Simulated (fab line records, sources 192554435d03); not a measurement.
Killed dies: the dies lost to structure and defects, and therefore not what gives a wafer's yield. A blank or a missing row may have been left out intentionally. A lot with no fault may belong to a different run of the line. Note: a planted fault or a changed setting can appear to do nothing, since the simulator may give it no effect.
Which tool did it? -- flow n5_finfet -- Sampling: 7 lots, 21 wafers, 5 of 1938 route steps

WHAT THE GAUGES SHOWED, per wafer
N5_GATE_CUT_CD_MEAS_13: the cd target is 20 nm.
lot,measured,on,cd_nm (nm)
L657,day 5 01:14,cd_sem-02,20.10 20.22 20.04
L658,day 5 16:07,cd_sem-02,20.07 19.80 20.06
L662,day 6 08:36,cd_sem-01,20.65 20.41 20.00
L664,day 6 21:02,cd_sem-01,19.85 19.97 19.88
L666,day 7 09:47,cd_sem-01,20.01 19.92 20.17
L669,day 8 00:05,cd_sem-01,20.25 19.83 19.72
L677,day 10 01:59,cd_sem-01,17.61 19.54 19.50

WHICH TOOL RAN EACH LOT (tool, then ch and the chambers of the sampled wafers, then the start)
lot,N5_HKMG_FIN_W_FILL_22,N5_HKMG_FIN_CMP_23,N5_HKMG_FIN_CMP_94,N5_GATE_CUT_EXPOSE_10
L657,"cvd_w-02 ch 0,1, day 4 20:21","cmp-02 ch 0,1,2, day 4 20:28","cmp-02 ch 0,1,2, day 4 20:56","euv_scanner-01 ch 0, day 5 01:07"
L658,"cvd_w-01 ch 0,1, day 5 11:21","cmp-03 ch 0,1,3, day 5 11:37","cmp-03 ch 0,1,3, day 5 12:00","euv_scanner-02 ch 0, day 5 15:59"
L662,"cvd_w-01 ch 0,1, day 6 03:54","cmp-02 ch 0,1,2, day 6 04:13","cmp-02 ch 0,1,2, day 6 04:36","euv_scanner-01 ch 0, day 6 08:28"
L664,"cvd_w-02 ch 0,1, day 6 16:26","cmp-02 ch 0,1,2, day 6 16:43","cmp-02 ch 0,1,2, day 6 17:05","euv_scanner-02 ch 0, day 6 20:53"
L666,"cvd_w-01 ch 1, day 7 05:21","cmp-02 ch 0,3, day 7 05:34","cmp-02 ch 0,3, day 7 05:59","euv_scanner-02 ch 0, day 7 09:39"
L669,"cvd_w-02 ch 0,1, day 7 19:31","cmp-01 ch 0,1,3, day 7 19:38","cmp-01 ch 0,1,3, day 7 20:07","euv_scanner-01 ch 0, day 7 23:57"
L677,"cvd_w-01 ch 0,1, day 9 21:35","cmp-01 ch 2,3, day 9 21:41","cmp-01 ch 2,3, day 9 22:10","euv_scanner-02 ch 0, day 10 01:51"
- N5_HKMG_FIN_W_FILL_22: material W, target thk 60 nm, time 18.2 s.
- N5_HKMG_FIN_CMP_23: polishes, stops on SiNx, t overpolish 10 s, target thk 46.326 nm.
- N5_HKMG_FIN_CMP_94: polishes, stops on SiNx, t overpolish 4.7 s, target thk 43.299 nm.
- N5_GATE_CUT_EXPOSE_10: exposes mask GATE CUT, target cd 20 nm.

THE ANSWER, worked out from the rows above alone
Rule: usual is defined by the lots themselves. Put in order of their means at a reading, lots are off if they are a third of the lots or fewer, leave a main group of 4 or more, and stand apart from it by a gap of 3 or more times the standard deviation of the main group's means; of several such gaps the widest counts. The tables above print the reading to a certain number of digits; a main group whose means all agree to those digits is not used. Also off: a lot with no number at a reading for which 4 or more lots have one. All remaining lots with rows at the step are treated as sound.
Off: L677 (N5_GATE_CUT_CD_MEAS_13, cd_nm). Mean 20.05 nm and standard deviation 0.15 in the main group.
If a tool, at a process step before that reading, ran all the lots that are off and no sound lot after the first of them, it fits. Those tools and the gauges at N5_GATE_CUT_CD_MEAS_13 are tried in the same way. Can't be told from this: 4 tools fit, cvd_w-01 at N5_HKMG_FIN_W_FILL_22, cmp-01 at N5_HKMG_FIN_CMP_23 and N5_HKMG_FIN_CMP_94, euv_scanner-02 at N5_GATE_CUT_EXPOSE_10, cd_sem-01 at N5_GATE_CUT_CD_MEAS_13.

WHAT WAS PUT IN BY THE SIMULATOR
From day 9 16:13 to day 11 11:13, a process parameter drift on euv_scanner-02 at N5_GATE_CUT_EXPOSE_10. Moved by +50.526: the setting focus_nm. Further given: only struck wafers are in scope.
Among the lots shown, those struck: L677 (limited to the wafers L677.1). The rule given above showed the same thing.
